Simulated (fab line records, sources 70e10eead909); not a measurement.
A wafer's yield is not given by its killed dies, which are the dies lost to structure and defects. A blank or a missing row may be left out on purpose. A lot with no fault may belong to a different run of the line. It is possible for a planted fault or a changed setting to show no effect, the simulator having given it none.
fab line records | flow nand_harc
record: lots: 6 wafers: 17 last_day: 24
route steps=1159 shown P_M0@273 P_M1@285 END@1159
lots with no fault: from the same line, run without faults
start_h: the number of hours between the record's first day and the start of the first shown wafer of the lot | wait_h: how many hours have passed since the lot's step before this one | " same as the row above | L1.1+2: one row covering several wafers at once | - either no value or no given start | * or withheld: withheld | < > ~ a bound
route shown NAME@n: names a module that has steps shown in the file, with the first one's number in the route | usual: mean/standard deviation of fault-free wafers | same: alike in all rows | chamber/n: place in a boat | sites: per-site readings | _std_site: the values' standard deviation | _edge_site: inner sites' mean taken away from outer sites' mean | radius_mm: how far each site lies from the wafer's centre | mask NAME#n: copy n | behind: the most recent tool/chamber to have shaped the wafer | hold: what put the lot on hold/how long, in hours/how the hold closed | device: which transistor (n, p or np) failed to switch | end of line: tests of these same wafers at the route's end | for a step that has no rows: nothing shown but its recipe | killed: at the first sort, the dies lost to defects and structure; wafer yield is something else | map: dies across one wafer; x = killed, . = not, _ = none there
set.NAME: the setting as run; set.NAME@STEP: as run at that earlier step | model.NAME: the simulator's own value behind a step, which no gauge read
lots seen at some steps along the route; tables by step, rows by wafer
services: a tool's chamber out of use, with start hour (start_h, from the record's first day; less than 0 if before it), hours out, and reason
== steps ==
step: NHARC_P_M0_PRE_CLEAN_29
recipe: time_s: 30 temp_c: 280 gas: H2/He
step: NHARC_P_M0_PVD_20
recipe: target_thk_a: 50 bias_v: 168.6 power_w: 15000 chamber_pressure_pa: 0.12 time_s: 8.06 substrate_temp_c: 50 material: TaN
step: NHARC_P_M0_PVD_21
recipe: target_thk_a: 300 chamber_pressure_pa: 5 power_w: 5000 substrate_temp_c: 30 time_s: 20.49 material: Cu
usual: throttle_valve_pct: 29.9/0.83
columns lot.wafer tool chamber start_h wait_h throttle_valve_pct
L530.2 pvd_sputter-01 - - - 30.3
L530.4 " - " " 29.1
L530.6 " - " " 30.2
L531.4 pvd_sputter-02 - - - 29.2
L531.3 " - " " 31.2
L531.5 " - " " 29.4
L537.3 pvd_sputter-03 - - - 31.1
L537.4 " - " " 30.0
L537.6 " - " " 28.9
L541.4 pvd_sputter-02 - - - 29.7
L541.5 " - " " 31.4
L541.6 " - " " 29.5
L547.2 pvd_sputter-03 - - - 29.3
L547.5 " - " " 31.2
L547.6 " - " " 29.9
L549.2 pvd_sputter-03 - - - 29.8
L549.6 " - " " 30.0
step: NHARC_P_M0_ECD_22
recipe: target_thk_a: 4000 bath_temp_c: 25 material: Cu
step: NHARC_P_M0_ANNEAL_30
recipe: temp_c: 225 time_s: 90
step: NHARC_P_M0_CMP_23
recipe: t_overpolish_s: 20 target_thk_nm: 117.53
step: NHARC_P_M0_THK_MEAS_24
recipe: thk_meas_gauge: xrf
usual: thk_nm: 117.4/1.8
columns lot.wafer tool chamber start_h wait_h thk_nm
L530.2 film_metro-02 - 139.02 - 117.1
L530.4 " - " " 114.2
L530.6 " - " " 113.5
L531.3 film_metro-01 - 139.41 - 116.3
L531.4 " - " " 117.3
L531.5 " - " " 118.4
L537.3 film_metro-01 - 178.54 - 119.0
L537.4 " - " " 119.2
L537.6 " - " " 118.9
L541.4 film_metro-02 - 213.07 - 117.4
L541.5 " - " " 116.4
L541.6 " - " " 118.5
L547.2 film_metro-02 - 231.40 - 115.9
L547.5 " - " " 119.0
L547.6 " - " " 117.8
L549.2 film_metro-02 - 248.50 - 116.2
L549.6 " - " " 117.4
step: NHARC_P_M0_SRD_25
step: NHARC_P_M0_INSPECT_27
usual: raw_defect_count: 271/95
columns lot.wafer tool chamber start_h wait_h raw_defect_count
L530.2 defect_inspect-01 - 139.18 0.0 202
L530.4 " - " " 315
L530.6 " - " " 203
L531.3 defect_inspect-02 - 139.57 0.0 395
L531.4 " - " " 292
L531.5 " - " " 267
L537.3 defect_inspect-02 - 178.70 0.0 207
L537.4 " - " " 335
L537.6 " - " " 328
L541.4 defect_inspect-01 - 213.24 0.0 329
L541.5 " - " " 225
L541.6 " - " " 296
L547.2 defect_inspect-01 - 231.56 0.0 401
L547.5 " - " " 178
L547.6 " - " " 388
L549.2 defect_inspect-02 - 248.66 0.0 313
L549.6 " - " " 176
step: NHARC_P_M0_PRE_CLEAN_31
recipe: time_s: 12 temp_c: 370 rf_power_w: 300 gas: NH3
usual: heater_power_w: 620/66
columns lot.wafer tool chamber start_h wait_h heater_power_w
L530.2 pecvd-02 1 139.26 0.1 579
L530.6 " 0 " " 629
L530.4 " 2 " " 574
L531.3 pecvd-03 0 139.66 0.1 495
L531.4 " 1 " " 589
L531.5 " 0 " " 488
L537.3 pecvd-01 1 178.78 0.1 639
L537.4 " 1 " " 632
L537.6 " 2 " " 599
L541.5 pecvd-01 0 213.35 0.1 510
L541.6 " 1 " " 642
L541.4 " 2 " " 575
L547.2 pecvd-03 0 231.63 0.1 530
L547.5 " 0 " " 553
L547.6 " 2 " " 640
L549.2 pecvd-03 0 248.75 0.1 551
L549.6 " 0 " " 545
step: NHARC_P_M0_DEP_32
recipe: target_thk_a: 300 temp_c: 370 target_thk_nm: 30 pressure_torr: 3 flow_sccm: 200 rf_w: 450 material: SiCN
step: NHARC_P_M1_DEP_00
recipe: target_thk_a: 1825 target_thk_nm: 182.5 temp_c: withheld pressure_torr: 5 flow_sccm: 200 rf_w: 600 material: SiOC
columns lot.wafer tool chamber start_h wait_h
L530.2+4+6 pecvd-01 1,0,1 139.83 -
L531.3+5+4 pecvd-03 2,2,1 140.11 -
L537.3+6+4 pecvd-03 0,2,1 179.31 -
L541.6+4+5 pecvd-02 1,2,0 213.93 -
L547.2+6+5 pecvd-02 1,0,1 232.19 -
L549.2+6 pecvd-02 1,0 249.22 -
step: NHARC_P_M1_DEHYDRATE_01
recipe: temp_c: 150 time_s: 120
step: NHARC_P_M1_HMDS_02
recipe: time_s: 30
step: NHARC_P_M1_COAT_34
recipe: temp_c: 200 time_s: 65
step: NHARC_P_M1_COAT_03
recipe: spin_rpm: 1500 resist_thk_nm: 90
step: NHARC_P_M1_SOFTBAKE_04
recipe: temp_c: 105 time_s: 55
step: NHARC_P_M1_EBR_05
step: NHARC_P_M1_EXPOSE_06
recipe: na: 1.35 target_cd_nm: 130 dose_mj: 81.88 mask_id: P_M1
step: NHARC_P_M1_PEB_07
recipe: peb_temp_c: 100 peb_time_s: 65
step: NHARC_P_M1_DEVELOP_08
recipe: develop_time_s: 35 dev_temp_c: 23
step: NHARC_P_M1_CD_MEAS_09
recipe: target_cd_nm: 130 landing_energy_ev: 500
usual: cd_nm: 130.2/0.91
columns lot.wafer tool chamber start_h wait_h cd_nm
L530.2 cd_sem-01 0 140.45 - 130.9
L530.4 " 0 " " 130.7
L530.6 " 0 " " 128.8
L531.3 cd_sem-01 0 140.94 - 130.0
L531.4 " 0 " " 129.5
L531.5 " 0 " " 130.8
L537.3 cd_sem-02 0 180.10 - 131.9
L537.4 " 0 " " 131.7
L537.6 " 0 " " 129.9
L541.4 cd_sem-02 0 214.65 - 130.0
L541.5 " 0 " " 130.5
L541.6 " 0 " " 130.6
L547.2 cd_sem-03 0 232.98 - 129.6
L547.5 " 0 " " 129.2
L547.6 " 0 " " 130.7
L549.2 cd_sem-03 0 250.05 - 129.8
L549.6 " 0 " " 131.2
step: NHARC_P_M1_OVL_MEAS_10
recipe: pitch_nm: 260
usual: overlay_x_nm: -0.1/1 overlay_y_nm: 0.0/0.88
columns lot.wafer tool chamber start_h wait_h overlay_x_nm overlay_y_nm
L530.2 overlay-02 - 140.53 - 1.6 -1.5
L530.4 " - " " 1.6 -1.0
L530.6 " - " " 1.0 -1.7
L531.3 overlay-01 - 141.02 - -0.8 0.9
L531.4 " - " " -1.0 1.0
L531.5 " - " " -0.9 0.4
L537.3 overlay-02 - 180.19 - -0.4 -1.1
L537.4 " - " " 0.0 -1.0
L537.6 " - " " 0.0 -1.3
L541.4 overlay-01 - 214.73 - 1.0 -1.1
L541.5 " - " " 1.3 -0.7
L541.6 " - " " 1.5 0.0
L547.2 overlay-01 - 233.06 - 1.1 0.9
L547.5 " - " " 0.9 1.1
L547.6 " - " " 1.2 0.0
L549.2 overlay-01 - 250.14 - -1.2 0.9
L549.6 " - " " -1.3 0.7
step: NHARC_P_M1_INSPECT_11
usual: raw_defect_count: 4.1/2.3
columns lot.wafer tool chamber start_h wait_h raw_defect_count
L530.2 defect_inspect-02 - 140.57 0.0 3
L530.4 " - " " 6
L530.6 " - " " 8
L531.3 defect_inspect-01 - 141.06 0.0 3
L531.4 " - " " 2
L531.5 " - " " 3
L537.3 defect_inspect-01 - 180.24 0.1 1
L537.4 " - " " 2
L537.6 " - " " 1
L541.4 defect_inspect-01 - 214.76 0.0 5
L541.5 " - " " 4
L541.6 " - " " 6
L547.2 defect_inspect-02 - 233.10 0.0 10
L547.5 " - " " 6
L547.6 " - " " 3
L549.2 defect_inspect-02 - 250.17 0.0 2
L549.6 " - " " 8
step: NHARC_P_M1_DESCUM_14
recipe: time_s: 3 o2_flow_sccm: 200 ar_flow_sccm: 0 bias_power_w: 0 chemistry: O2
usual: drypump_motor_current_A: 5.5/0.52 oes_product_au: 0.999/0.011 rf_vpp_V: 57.9/0.87 showerhead_plenum_p_Torr: 1.96/0.076 throttle_valve_pct: 11.310/0.0087
columns lot.wafer tool chamber start_h wait_h drypump_motor_current_A oes_product_au rf_hours_counter_h rf_vpp_V showerhead_plenum_p_Torr throttle_valve_pct
L530.2 rie_diel-12 3 140.64 0.1 6.2 0.991 3 57.2 2.07 11.328
L530.4 " 1 " " 5.2 0.996 3 59.1 2.01 11.321
L530.6 " 2 " " 4.7 1.001 - 58.3 1.90 11.312
L531.3 rie_diel-09 3 141.12 0.1 6.0 1.011 5 58.6 1.91 11.296
L531.4 " 0 " " 5.3 1.000 5 59.6 2.04 11.286
L531.5 " 3 " " 6.0 1.013 - 58.4 1.91 11.320
L537.4 rie_diel-12 0 180.31 0.1 5.1 1.014 4 57.4 1.98 11.306
L537.3 " 2 " " 4.7 1.010 4 57.3 1.90 11.323
L537.6 " 3 " " 6.2 0.996 - 58.3 2.07 11.309
L541.4 rie_diel-12 3 214.84 0.1 6.2 0.988 0 57.0 2.07 11.309
L541.5 " 1 " " 5.2 0.999 - 57.7 2.00 11.319
L541.6 " 2 " " 4.7 0.987 - 59.8 1.90 11.314
L547.2 rie_diel-12 2 233.18 0.1 4.7 1.000 1 59.7 1.90 11.317
L547.6 " 0 " " 5.1 1.002 - 57.3 1.98 11.295
L547.5 " 1 " " 5.2 1.009 - 58.7 2.00 11.309
L549.2 rie_diel-08 1 250.25 0.1 5.8 0.994 7 58.3 1.81 11.317
L549.6 " 0 " " 5.8 0.973 - 58.0 1.93 11.294
step: NHARC_P_M1_ETCH_35
recipe: target_depth_a: 400 overetch_a: 120 time_s: 43.94 ion_energy_ev: 200 n2_flow_sccm: 150 h2_flow_sccm: 150 ar_flow_sccm: 0 rf_w: 400 bias_w: 150 chemistry: N2/H2
step: NHARC_P_M1_ETCH_15
recipe: target_depth_a: 1825 time_s: 91.2 c4f8_flow_sccm: withheld ar_flow_sccm: 400 rf_w: 600 bias_w: 300 chemistry: C4F8/Ar
step: NHARC_P_M1_CD_MEAS_16
usual: cd_nm: 129.9/1.1
columns lot.wafer tool chamber start_h wait_h cd_nm
L530.2 cd_sem-03 - 140.94 - 131.6
L530.4 " - " " 130.9
L530.6 " - " " 128.2
L531.3 cd_sem-02 - 141.43 - 130.3
L531.4 " - " " 130.4
L531.5 " - " " 130.9
L537.3 cd_sem-02 - 180.61 - 131.5
L537.4 " - " " 132.1
L537.6 " - " " 129.1
L541.4 cd_sem-03 - 215.13 - 129.9
L541.5 " - " " 129.9
L541.6 " - " " 130.4
L547.2 cd_sem-03 - 233.48 - 129.4
L547.5 " - " " 129.7
L547.6 " - " " 130.0
L549.2 cd_sem-01 - 250.54 - 129.7
L549.6 " - " " 130.9
step: NHARC_P_M1_STRIP_18
recipe: power_w: 1000 n2_flow_sccm: 150 h2_flow_sccm: 150 ar_flow_sccm: 0 bias_w: 0 chemistry: N2/H2
usual: drypump_motor_current_A: 5.6/0.48 oes_product_au: 1.000/0.013 rf_vpp_V: 90.8/0.96 showerhead_plenum_p_Torr: 2.07/0.074 throttle_valve_pct: 14.171/0.0084
columns lot.wafer tool chamber start_h wait_h drypump_motor_current_A oes_product_au rf_hours_counter_h rf_vpp_V showerhead_plenum_p_Torr throttle_valve_pct
L530.4 rie_diel-08 2 141.04 0.1 5.8 0.985 1 88.8 1.96 14.181
L530.2 " 0 " " 5.8 0.982 0 90.1 2.06 14.175
L530.6 " 1 " " 5.8 0.986 - 90.7 1.92 14.169
L531.3 rie_diel-12 0 141.50 0.1 5.1 1.012 3 90.1 2.11 14.175
L531.4 " 2 " " 4.7 1.002 3 88.3 2.03 14.175
L531.5 " 0 " " 5.1 1.009 - 91.2 2.11 14.175
L537.3 rie_diel-08 2 180.68 0.1 5.7 0.986 3 90.3 1.96 14.172
L537.4 " 1 " " 5.8 0.998 3 89.0 1.92 14.186
L537.6 " 3 " " 5.7 1.012 - 90.6 2.06 14.189
L541.4 rie_diel-09 3 215.25 0.1 6.0 1.015 9 91.8 2.03 14.166
L541.5 " 1 " " 6.3 0.999 - 91.0 2.03 14.171
L541.6 " 2 " " 5.1 1.002 - 90.7 2.07 14.166
L547.2 rie_diel-09 0 233.56 0.1 5.2 0.993 11 92.0 2.18 14.163
L547.6 " 0 " " 5.2 1.000 - 90.8 2.18 14.172
L547.5 " 1 " " 6.4 0.991 - 91.2 2.03 14.188
L549.2 rie_diel-12 0 250.61 0.1 5.1 1.013 1 91.8 2.11 14.162
L549.6 " 0 " " 5.1 1.016 - 89.3 2.11 14.169
step: NHARC_P_M1_ETCH_28
recipe: target_depth_a: 300 over_etch_frac: 0.3 time_s: 72.99 ion_energy_ev: 150 cf4_flow_sccm: 50 n2_flow_sccm: 100 ar_flow_sccm: 150 rf_w: 300 bias_w: 100 chemistry: CF4/N2
usual: drypump_motor_current_A: 5.6/0.49 oes_product_au: 1.000/0.012 rf_vpp_V: 314.6/1.8 showerhead_plenum_p_Torr: 2.65/0.092 throttle_valve_pct: 19.795/0.0099
columns lot.wafer tool chamber start_h wait_h drypump_motor_current_A oes_product_au rf_hours_counter_h rf_vpp_V showerhead_plenum_p_Torr throttle_valve_pct
L530.2 rie_diel-08 1 - - 5.8 0.995 1 311.4 2.49 19.792
L530.4 " 3 " " 5.7 1.000 0 314.1 2.65 19.795
L530.6 " 2 " " 5.7 0.995 - 311.6 2.53 19.769
L531.3 rie_diel-12 1 - - 5.2 0.999 3 315.6 2.75 19.811
L531.4 " 3 " " 6.2 0.991 3 317.4 2.83 19.799
L531.5 " 2 " " 4.7 1.003 - 315.8 2.61 19.800
L537.3 rie_diel-08 2 - - 5.8 0.972 3 312.4 2.53 19.787
L537.4 " 3 " " 5.7 1.008 - 314.6 2.65 19.781
L537.6 " 2 " " 5.7 0.988 - 311.7 2.53 19.812
L541.4 rie_diel-09 1 - - 6.3 1.005 9 314.8 2.61 19.799
L541.5 " 3 " " 6.1 1.008 - 314.2 2.62 19.785
L541.6 " 0 " " 5.3 1.008 - 316.5 2.79 19.794
L547.2 rie_diel-09 2 - - 5.1 0.995 9 315.3 2.66 19.781
L547.6 " 1 " " 6.3 0.994 - 314.8 2.61 19.792
L547.5 " 2 " " 5.1 0.998 - 315.8 2.66 19.802
L549.2 rie_diel-12 3 - - 6.2 0.988 2 318.0 2.83 19.810
L549.6 " 3 " " 6.2 0.982 - 317.0 2.83 19.789
step: NHARC_P_M1_STRIP_19
recipe: time_s: 600 temp_c: 30 chemistry: post_etch_residue_remover
step: NHARC_P_M1_DEGAS_29
recipe: temp_c: 250 time_s: 60
step: NHARC_P_M1_PRE_CLEAN_30
recipe: time_s: 30 temp_c: 280 gas: H2/He
step: NHARC_P_M1_PVD_20
recipe: target_thk_a: 50 bias_v: 168.6 power_w: 15000 chamber_pressure_pa: 0.12 time_s: 8.06 substrate_temp_c: 50 material: TaN
step: NHARC_P_M1_PVD_21
recipe: target_thk_a: 300 chamber_pressure_pa: 5 power_w: 5000 substrate_temp_c: 30 time_s: 20.49 material: Cu
step: NHARC_P_M1_ECD_22
recipe: target_thk_a: 4000 bath_temp_c: 25 material: Cu
step: NHARC_P_M1_ANNEAL_31
recipe: temp_c: 225 time_s: 90
step: NHARC_P_M1_CMP_23
recipe: t_overpolish_s: 20 target_thk_nm: 157.82
step: NHARC_P_M1_SRD_25
step: NHARC_END_SORT_01
recipe: temp_c: 25
usual: defect_limited_yield: 95.1/1.6 killed_at_array: 29/10 killed_at_other: 0.7/1.1 killed_at_periphery: 3.3/2.4 killed_dies: 33/11 killed_open: 3.3/2 killed_short: 1.9/1.3 sort_bin_2_pct: 1.5/0.67 sort_bin_3_pct: 0.27/0.24 sort_bin_4_pct: 3.1/1.1 sort_n_pass: 644/11 sort_rim_yield_pct: 97.1/2.1 sort_yield_pct: 95.1/1.6
same: gross_dies: 677 sort_bin_5_pct[%]: 0 sort_bin_6_pct[%]: 0 sort_bin_7_pct[%]: 0 sort_bin_8_pct[%]: 0 sort_rim_n_gross: 106.00
columns lot.wafer tool chamber start_h wait_h defect_limited_yield[%] killed_at_array killed_at_other killed_at_periphery killed_dies killed_open killed_short sort_bin_2_pct[%] sort_bin_3_pct[%] sort_bin_4_pct[%] sort_n_pass sort_rim_yield_pct[%] sort_yield_pct[%]
L537.3 prober-02 0 499.71 3.1 97.6 15 0 1 16 1 3 1.2 0.15 1.0 661 97.2 97.6
L537.4 prober-02 0 500.53 3.4 97.9 13 0 1 14 2 1 0.4 0.15 1.5 663 98.1 97.9
L537.6 prober-02 0 502.16 4.1 97.5 14 0 3 17 1 2 0.4 0 2.1 660 99.1 97.5
L541.4 prober-02 0 543.04 3.4 94.4 32 1 5 38 1 3 1.9 0.44 3.2 639 87.7 94.4
L541.5 prober-02 0 543.84 3.7 94.1 35 2 3 40 5 1 1.6 0.30 4.0 637 97.2 94.1
L541.6 prober-02 0 544.64 4.0 93.2 35 2 9 46 8 2 1.3 0.30 5.2 631 92.5 93.2
L547.2 prober-01 0 575.15 2.8 0 21 2 654 677 4 6 97.2 0.30 2.5 0 0 0
L547.6 prober-01 0 578.36 4.0 0 20 2 655 677 5 2 97.3 0.30 2.4 0 0 0
L549.2 prober-01 0 582.98 2.8 0 54 0 623 677 3 0 94.7 0.44 4.9 0 0 0
L549.6 prober-01 0 586.22 4.1 0 45 0 632 677 5 1 94.4 0.44 5.2 0 0 0
killed by level:class
L537.3 A_CONTACT:chamber_film_flake=5 A_STAIRCASE:chamber_film_flake=4 A_CHANNEL_HOLE_D1:chamber_film_flake=2 P_M0:geometric_particle:open=1 A_ONON_D1:geometric_particle:short=1 A_CHANNEL_FILL_D1:geometric_particle:short=1 A_WL_FILL:geometric_particle:short=1 A_WL_FILL:chamber_film_flake=1
L537.4 A_CONTACT:chamber_film_flake=4 A_CHANNEL_HOLE_D1:chamber_film_flake=2 A_STAIRCASE:chamber_film_flake=2 A_WL_FILL:chamber_film_flake=2 A_CHANNEL_HOLE_D1:geometric_particle:short=1 A_CONTACT:geometric_particle:open=1 A_M0:geometric_particle:open=1 P_STI:chamber_film_flake=1
L537.6 A_WL_FILL:chamber_film_flake=6 A_CHANNEL_HOLE_D1:chamber_film_flake=4 A_CONTACT:chamber_film_flake=2 P_GATE:geometric_particle:short=1 P_CONTACT:geometric_particle:open=1 A_M0:geometric_particle:short=1 P_ZERO_WELL:chamber_film_flake=1 A_STAIRCASE:chamber_film_flake=1
L541.4 A_CHANNEL_HOLE_D1:chamber_film_flake=20 A_CONTACT:chamber_film_flake=6 P_M1:chamber_film_flake=3 A_CHANNEL_FILL_D1:geometric_particle:short=2 A_CONTACT:geometric_particle:short=1 P_ZERO_WELL:chamber_film_flake=1 P_GATE:chamber_film_flake=1 STARTING-WAFER:geometric_particle:open=1
L541.5 A_CHANNEL_HOLE_D1:chamber_film_flake=22 A_CONTACT:chamber_film_flake=6 A_CONTACT:geometric_particle:open=3 A_STAIRCASE:chamber_film_flake=2 THIN_TSV:chamber_film_flake=2 P_CONTACT:geometric_particle:open=1 A_CHANNEL_FILL_D1:geometric_particle:short=1 A_M0:geometric_particle:open=1
L541.6 A_CHANNEL_HOLE_D1:chamber_film_flake=21 P_GATE:chamber_film_flake=5 A_CONTACT:chamber_film_flake=4 A_ONON_D1:geometric_particle:open=2 THIN_TSV:chamber_film_flake=2 P_M0:geometric_particle:open=1 P_M1:geometric_particle:short=1 A_CHANNEL_FILL_D1:geometric_particle:open=1
L547.2 P_M1:area_dep=649 A_SLIT:chamber_film_flake=5 P_GATE:chamber_film_flake=4 A_ONON_D1:geometric_particle:short=3 A_CHANNEL_HOLE_D1:chamber_film_flake=3 A_CONTACT:chamber_film_flake=3 THIN_TSV:chamber_film_flake=2 P_M0:geometric_particle:open=1
L547.6 P_M1:area_dep=655 A_CHANNEL_HOLE_D1:chamber_film_flake=7 A_SLIT:chamber_film_flake=3 A_CONTACT:chamber_film_flake=3 A_CONTACT:geometric_particle:open=2 A_M0:geometric_particle:open=2 THIN_TSV:chamber_film_flake=2 A_WL_FILL:geometric_particle:short=1
L549.2 P_M1:area_dep=621 A_CHANNEL_HOLE_D1:chamber_film_flake=31 A_SLIT:chamber_film_flake=16 A_CONTACT:chamber_film_flake=3 A_STAIRCASE:chamber_film_flake=2 P_M0:geometric_particle:open=1 A_CONTACT:geometric_particle:open=1 A_M1:geometric_particle:open=1
L549.6 P_M1:area_dep=627 A_CHANNEL_HOLE_D1:chamber_film_flake=18 A_SLIT:chamber_film_flake=18 A_CONTACT:chamber_film_flake=3 A_M0:geometric_particle:open=2 P_ZERO_WELL:chamber_film_flake=2 P_STI:geometric_particle:open=1 P_M0:geometric_particle:open=1
map L547.2 (x killed, . not)
____________x____________
_________xxxxxxx_________
_______xxxxxxxxxxx_______
______xxxxxxxxxxxxx______
_____xxxxxxxxxxxxxxx_____
____xxxxxxxxxxxxxxxxx____
____xxxxxxxxxxxxxxxxx____
___xxxxxxxxxxxxxxxxxxx___
___xxxxxxxxxxxxxxxxxxx___
__xxxxxxxxxxxxxxxxxxxxx__
__xxxxxxxxxxxxxxxxxxxxx__
_xxxxxxxxxxxxxxxxxxxxxxx_
_xxxxxxxxxxxxxxxxxxxxxxx_
_xxxxxxxxxxxxxxxxxxxxxxx_
_xxxxxxxxxxxxxxxxxxxxxxx_
_xxxxxxxxxxxxxxxxxxxxxxx_
xxxxxxxxxxxxxxxxxxxxxxxxx
xxxxxxxxxxxxxxxxxxxxxxxxx
xxxxxxxxxxxxxxxxxxxxxxxxx
xxxxxxxxxxxxxxxxxxxxxxxxx
xxxxxxxxxxxxxxxxxxxxxxxxx
_xxxxxxxxxxxxxxxxxxxxxxx_
_xxxxxxxxxxxxxxxxxxxxxxx_
_xxxxxxxxxxxxxxxxxxxxxxx_
_xxxxxxxxxxxxxxxxxxxxxxx_
_xxxxxxxxxxxxxxxxxxxxxxx_
__xxxxxxxxxxxxxxxxxxxxx__
__xxxxxxxxxxxxxxxxxxxxx__
___xxxxxxxxxxxxxxxxxxx___
___xxxxxxxxxxxxxxxxxxx___
____xxxxxxxxxxxxxxxxx____
____xxxxxxxxxxxxxxxxx____
_____xxxxxxxxxxxxxxx_____
______xxxxxxxxxxxxx______
_______xxxxxxxxxxx_______
_________xxxxxxx_________
____________x____________
map L549.2 (x killed, . not)
____________x____________
_________xxxxxxx_________
_______xxxxxxxxxxx_______
______xxxxxxxxxxxxx______
_____xxxxxxxxxxxxxxx_____
____xxxxxxxxxxxxxxxxx____
____xxxxxxxxxxxxxxxxx____
___xxxxxxxxxxxxxxxxxxx___
___xxxxxxxxxxxxxxxxxxx___
__xxxxxxxxxxxxxxxxxxxxx__
__xxxxxxxxxxxxxxxxxxxxx__
_xxxxxxxxxxxxxxxxxxxxxxx_
_xxxxxxxxxxxxxxxxxxxxxxx_
_xxxxxxxxxxxxxxxxxxxxxxx_
_xxxxxxxxxxxxxxxxxxxxxxx_
_xxxxxxxxxxxxxxxxxxxxxxx_
xxxxxxxxxxxxxxxxxxxxxxxxx
xxxxxxxxxxxxxxxxxxxxxxxxx
xxxxxxxxxxxxxxxxxxxxxxxxx
xxxxxxxxxxxxxxxxxxxxxxxxx
xxxxxxxxxxxxxxxxxxxxxxxxx
_xxxxxxxxxxxxxxxxxxxxxxx_
_xxxxxxxxxxxxxxxxxxxxxxx_
_xxxxxxxxxxxxxxxxxxxxxxx_
_xxxxxxxxxxxxxxxxxxxxxxx_
_xxxxxxxxxxxxxxxxxxxxxxx_
__xxxxxxxxxxxxxxxxxxxxx__
__xxxxxxxxxxxxxxxxxxxxx__
___xxxxxxxxxxxxxxxxxxx___
___xxxxxxxxxxxxxxxxxxx___
____xxxxxxxxxxxxxxxxx____
____xxxxxxxxxxxxxxxxx____
_____xxxxxxxxxxxxxxx_____
______xxxxxxxxxxxxx______
_______xxxxxxxxxxx_______
_________xxxxxxx_________
____________x____________
== services ==
columns tool chamber start_h hours kind
rie_diel-08 2 115.89 8.2 repair
rie_diel-08 - 124.80 9.0 pm
rie_diel-12 1 128.76 3.5 repair
rie_diel-12 0 132.40 - clean
rie_diel-12 1 132.40 - clean
rie_diel-12 2 132.40 - clean
rie_diel-08 3 145.91 6.7 repair
pecvd-02 - 153.52 13.0 pm
pvd_sputter-01 - 158.06 10.0 pm
pvd_sputter-02 - 167.76 0.7 repair
rie_diel-08 0 180.76 1.9 repair
pecvd-02 1 197.95 8.0 repair
rie_diel-12 - 202.40 9.0 pm
pvd_sputter-01 - 210.20 3.8 repair
pvd_sputter-02 - 214.00 10.0 pm
pvd_sputter-01 - 219.12 1.2 repair
rie_diel-12 0 224.38 5.6 repair
pecvd-02 - 232.55 0.5 repair
pecvd-01 - 237.04 13.0 pm
pvd_sputter-01 - 237.14 38.6 repair
pecvd-02 - 238.09 0.9 repair
rie_diel-08 0 240.09 7.6 repair
rie_diel-09 3 242.98 8.4 repair
pecvd-02 - 246.98 1.1 repair
== key ==
first_sign: step: NHARC_END_SORT_01 reading: killed_at_periphery direction: up sigmas: 99+ usual: 3.3 struck: 641
effect: step: NHARC_END_SORT_01 reading: sort_bin_2_pct direction: up sigmas: 99+ usual: 1.5 struck: 95.9
more_kills_born_at: NHARC_P_M1_DEP_00@pecvd-02: 2552
met_at NHARC_P_M1_DEP_00
struck_wafers L547.2,L547.6,L549.2,L549.6
later_rows_left_out L547.2,L547.6,L549.2,L549.6
onset_between 213.93 232.19
fault: kind: process_parameter_drift tool: pecvd-02 chamber: - onset_h: 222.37 steps: NHARC_P_M1_DEP_00 channel: target_thk_nm offset: 53.489 shape: step end_h: 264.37 scope: struck_wafers_only acts_in: these_recipes_only stated: 182.5
later_rows_left_out: the simulator's readings of these wafers behind a module that went badly wrong aren't trusted and aren't shown, but for the sort
